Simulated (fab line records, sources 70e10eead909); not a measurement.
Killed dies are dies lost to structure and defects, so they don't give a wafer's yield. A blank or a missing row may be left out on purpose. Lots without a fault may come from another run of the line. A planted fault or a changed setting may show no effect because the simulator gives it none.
Which tool did it? | flow nand_harc | 6 lots, 18 wafers sampled, at 1 step of a route of 1302

WHAT THE GAUGES READ, wafer by wafer
NHARC_P_GATE_INSPECT_28.
lot  | measured     | on                | raw_defect_count
L564 | day 5 04:06  | defect_inspect-02 | 7 4 11
L566 | day 6 05:49  | defect_inspect-02 | 8 4 8
L575 | day 9 20:51  | defect_inspect-02 | 7 11 7
L577 | day 11 04:53 | defect_inspect-01 | 6 6 6
L580 | day 12 07:56 | defect_inspect-02 | 4 13 6
L585 | day 14 07:52 | defect_inspect-01 | 6 11 8

WHICH TOOL RAN EACH LOT (tool, then ch and the chambers of the sampled wafers, then the start)
The record holds no process step before these readings.

THE ANSWER, worked out from the rows above alone
Rule: what is usual is taken from the lots themselves. Put in order of their means at a reading, lots are off if they are a third of the lots or fewer, leave a main group of 4 or more, and stand apart from it by a gap of 3 or more times the standard deviation of the main group's means; of several such gaps the widest counts. A main group whose means are all the same, to the digits that the tables above print for the reading, isn't used. A lot without any number at a reading at which 4 lots or more have one is off too. The other lots that the step has rows for count as sound.
No lot is off at any reading shown: from this, nothing can be told.

WHAT THE SIMULATOR HAD PUT IN
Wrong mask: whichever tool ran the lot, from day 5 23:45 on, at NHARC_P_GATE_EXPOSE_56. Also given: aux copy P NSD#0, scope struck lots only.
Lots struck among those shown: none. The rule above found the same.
